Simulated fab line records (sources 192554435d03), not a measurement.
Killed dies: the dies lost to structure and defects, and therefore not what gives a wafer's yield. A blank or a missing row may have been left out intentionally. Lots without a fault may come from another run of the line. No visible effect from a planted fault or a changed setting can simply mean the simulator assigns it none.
Chamber matching | flow n5_finfet | N5_BEOL_M2_CMP_52 on cmp-03 has 4 sister chambers
The step polishes, stops on SiOC, t overpolish 6.8 s, target thk 40 nm. 4 wafers are shown with their chamber, then 7 later ones without.

## WAFERS PAIRED WITH THEIR CHAMBERS
wafer  | chamber | motor_current_A (A)
L089.2 | 1       | 6.7
L089.3 | 0       | 7.4
L087.1 | 2       | 7.1
L087.3 | 3       | 7.4

## WAFERS WHOSE CHAMBER IS MISSING
wafer  | motor_current_A (A)
L091.3 | 6.8
L091.4 | 6.5
L094.1 | 7.0
L094.2 | 7.5
L094.4 | 6.1
L095.2 | 6.6
L095.3 | 7.2

## THE CHAMBER EACH PASSED THROUGH
wafer  | from the rows above               | in truth
L091.3 | can't be placed: 1 or 2 or 0 or 3 | 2
L091.4 | can't be placed: 1 or 2           | 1
L094.1 | can't be placed: 2 or 1 or 0 or 3 | 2
L094.2 | can't be placed: 0 or 3 or 2      | 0
L094.4 | can't be placed: 1 or 2           | 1
L095.2 | can't be placed: 1 or 2           | 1
L095.3 | can't be placed: 2 or 0 or 3 or 1 | 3
0 of 7 placed correctly. Unplaceable from these rows: 7, with the true chamber sitting among the candidates in 7. Placed wrongly: 0.
How it was worked out, from the rows above alone: a wafer's distance from a chamber is the root of the sum, over the readings, of the square of ((its reading less the chamber's mean) divided by the reading's scatter). If the next closest chamber is less than 2 further off than the closest, the wafer can't be placed; otherwise it belongs to the closest. The mean given for a chamber averages the wafers shown for that chamber. The scatter (one wafer shown for each chamber): square how far every hidden wafer sits from the nearest shown wafer, average those squares and take the square root.
